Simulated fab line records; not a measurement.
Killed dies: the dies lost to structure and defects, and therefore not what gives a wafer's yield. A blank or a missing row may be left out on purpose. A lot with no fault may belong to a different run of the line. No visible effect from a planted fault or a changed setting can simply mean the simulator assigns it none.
Matching of chambers | flow n5-finfet | N5_BEOL_M8_CURE_74 on uv-cure-03 has 3 sister chambers
The step cures SiCOH lowk, time 240 s. 16 wafers are shown with their chamber, then 8 later ones without.

WAFERS, EACH WITH ITS CHAMBER
wafer  | chamber | wafer_temp_C_max | lamp-power-pct (%)
L076.2 | 2       | 386.2            | 52.27
L076.4 | 2       | 386.3            | 52.39
L076.6 | 2       | 386.1            | 52.30
L078.1 | 2       | 386.5            | 52.29
L078.2 | 2       | 386.3            | 52.21
L078.4 | 2       | 386.3            | 52.32
L074.2 | 0       | 387.1            | 52.36
L074.3 | 0       | 387.7            | 52.24
L074.4 | 0       | 386.8            | 52.31
L083.3 | 0       | 387.9            | 52.32
L083.5 | 0       | 387.4            | 52.31
L083.6 | 0       | 387.7            | 52.23
L086.1 | 1       | 386.7            | 52.27
L086.2 | 1       | 386.3            | 52.29
L086.4 | 1       | 386.6            | 52.24
L091.2 | 2       | 386.5            | 52.39

SIGNATURES (averages over the wafers above)
reading          | chamber 0 | chamber 1 | chamber 2 | scatter within a chamber
wafer_temp_C_max | 387.433   | 386.533   | 386.314   | 0.289
lamp-power-pct   | 52.2950   | 52.2667   | 52.3100   | 0.0546
Rule: a wafer's distance from a chamber is the root of the sum, over the readings, of the square of ((its reading less the chamber's mean) divided by the reading's scatter). If the next closest chamber is less than 2 further off than the closest, the wafer can't be placed; otherwise it belongs to the closest. How the scatter is found: for the shown wafers, subtract from each reading the mean of its chamber, square and add these, divide the total by (wafers less chambers), then take the root.

WAFERS MISSING THEIR CHAMBER
wafer  | wafer_temp_C_max | lamp-power-pct (%)
L091.3 | 386.1            | 52.30
L091.5 | 386.2            | 52.31
L092.1 | 387.2            | 52.28
L092.4 | 387.4            | 52.29
L092.5 | 387.0            | 52.35
L097.1 | 386.9            | 52.33
L097.4 | 387.0            | 52.22
L097.5 | 388.0            | 52.36

THE CHAMBER EACH PASSED THROUGH
wafer  | from the rows above          | in truth
L091.3 | can't be placed: 2 or 1      | 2
L091.5 | can't be placed: 2 or 1      | 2
L092.1 | can't be placed: 0 or 1      | 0
L092.4 | 0                            | 0
L092.5 | can't be placed: 0 or 1 or 2 | 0
L097.1 | can't be placed: 1 or 0 or 2 | 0
L097.4 | can't be placed: 1 or 0 or 2 | 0
L097.5 | 0                            | 0
Correct placement for 2 of the 8. Unplaceable from these rows: 6, with the true chamber sitting among the candidates in 6. Placed wrongly: 0.
